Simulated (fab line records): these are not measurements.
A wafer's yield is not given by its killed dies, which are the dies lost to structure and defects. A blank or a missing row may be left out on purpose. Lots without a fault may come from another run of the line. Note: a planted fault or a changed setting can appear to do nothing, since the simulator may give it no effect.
Problem report in the 8D (eight disciplines) form, filled by code || flow nand-harc || the parts of the form that need people (team, actions taken, sign-off) are left out

1. PROBLEM STATEMENT
Wafers without a fault read 25, standard deviation 9.2; killed-at-array at NHARC_END_SORT_01 reads a mean of 673 on 6 wafers belonging to 2 lots. That is +70 standard deviations from the usual mean.
The first sign was on wafer L368.2 at day 22 04:17, on prober-02. The record holds 33 wafers of 11 lots with a number at this step. The rule behind "out" and "out of limits": a value lying over 4 standard deviations away from the usual mean. The rest of the wafers with a number are treated as sound.

2. WHAT IT IS, WHAT IT ISN'T
{"question": "which readings at this step", "is": "killed-at-array, killed-dies", "is not": "killed-at-other, killed-at-periphery, killed-open"}
{"question": "which lots", "is": "L366, L368", "is not": "L357, L358, L359, L362, L364, L365, L370, L376, L377"}
{"question": "which wafers of those lots", "is": "all that have a number", "is not": "-"}
{"question": "read on which gauges", "is": "prober-02", "is not": "prober-01"}
{"question": "when", "is": "from day 22 04:17", "is not": "up to then (18 sound wafers); but 9 sound wafers of L370, L376, L377 came after"}

3. SUSPECTS, AND WHAT RULES EACH OUT
Counting: a tool stays on the suspect list if, at a process step up to the reading, it processed all lots that are out and no sound lot following the first of them.
- the gauge at NHARC_END_SORT_01: kept. All the wafers that are out were read on prober-02, and no step on other tools shows them out.
- rie-diel-04 at NHARC_A_STAIRCASE_TRIM_233 (chemistry O2, time 211.2 s): kept. Every lot that is out went through it, starting with L368 (day 14 11:49), and after that it ran no sound lot; the last sound lot it ran before then is L365 (day 13 17:35).
- rie-diel-04 at NHARC_A_STAIRCASE_TRIM_235 (chemistry O2, time 211.2 s): kept. Every lot that is out went through it, starting with L368 (day 22 04:17), and after that it ran no sound lot; the last sound lot it ran before then is L365 (day 21 19:50). With no start given for some of its lots, NHARC_A_STAIRCASE_TRIM_235 uses the hours and lot order of NHARC_END_SORT_01.
- rie-diel-04 at NHARC_A_STAIRCASE_ETCH_236 (etches the open film in C4F8/O2, target depth 100 nm, time 40.5 s): kept. Every lot that is out went through it, starting with L368 (day 22 04:17), and after that it ran no sound lot; the last sound lot it ran before then is L365 (day 21 19:50). With no start given for some of its lots, NHARC_A_STAIRCASE_ETCH_236 uses the hours and lot order of NHARC_END_SORT_01.
Left after counting: rie-diel-04 at NHARC_A_STAIRCASE_TRIM_233, rie-diel-04 at NHARC_A_STAIRCASE_TRIM_235, rie-diel-04 at NHARC_A_STAIRCASE_ETCH_236, prober-02 at NHARC_END_SORT_01.

4. THE CAUSE (what the simulator had put in)
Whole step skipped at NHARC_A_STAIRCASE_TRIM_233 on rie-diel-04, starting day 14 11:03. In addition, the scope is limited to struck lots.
Of the 4 suspects that counting leaves, this tool is one.

5. THE EFFECT CHAIN, in route order
Rows list readings where the struck wafers' mean (over those with a number) sits beyond 3 standard deviations from the usual. Scope: only readings with a usual standard deviation given in the record; hours: median across lots of the time from each lot's start at the first step in this table that gives one to its start at this step; sigmas: change in usual standard deviations.
{"hours": 0, "step": "NHARC_END_SORT_01", "reading": "killed-at-array", "usual": 25, "on struck wafers": 673, "change": "+648", "sigmas": "+70"}
{"hours": 0, "step": "NHARC_END_SORT_01", "reading": "killed-dies", "usual": 30, "on struck wafers": 677, "change": "+647", "sigmas": "+67"}
Readings that are blank on the struck wafers while sound wafers have them: chamber-pressure-mTorr at NHARC_A_STAIRCASE_TRIM_233; drypump-motor-current-A at NHARC_A_STAIRCASE_TRIM_233; oes-product-au at NHARC_A_STAIRCASE_TRIM_233; rf-vpp-V at NHARC_A_STAIRCASE_TRIM_233; showerhead-plenum-p-Torr at NHARC_A_STAIRCASE_TRIM_233; throttle-valve-pct at NHARC_A_STAIRCASE_TRIM_233.

6. HOW IT WOULD HAVE BEEN CAUGHT EARLIER
In this record the first reading out of limits at a measuring or inspecting step was taken at day 22 04:17, 185 hours after the fault began at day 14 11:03.
At NHARC_A_STAIRCASE_TRIM_233 the tool's readings are blank on the struck wafers, where sound wafers have them: an empty tool record is the first sign, and it was there at once.
Each of the lots that are out, 2 in all, had begun NHARC_A_STAIRCASE_TRIM_233 on rie-diel-04 no later than day 22 04:17. Holding the tool at that point would not have protected any of them.
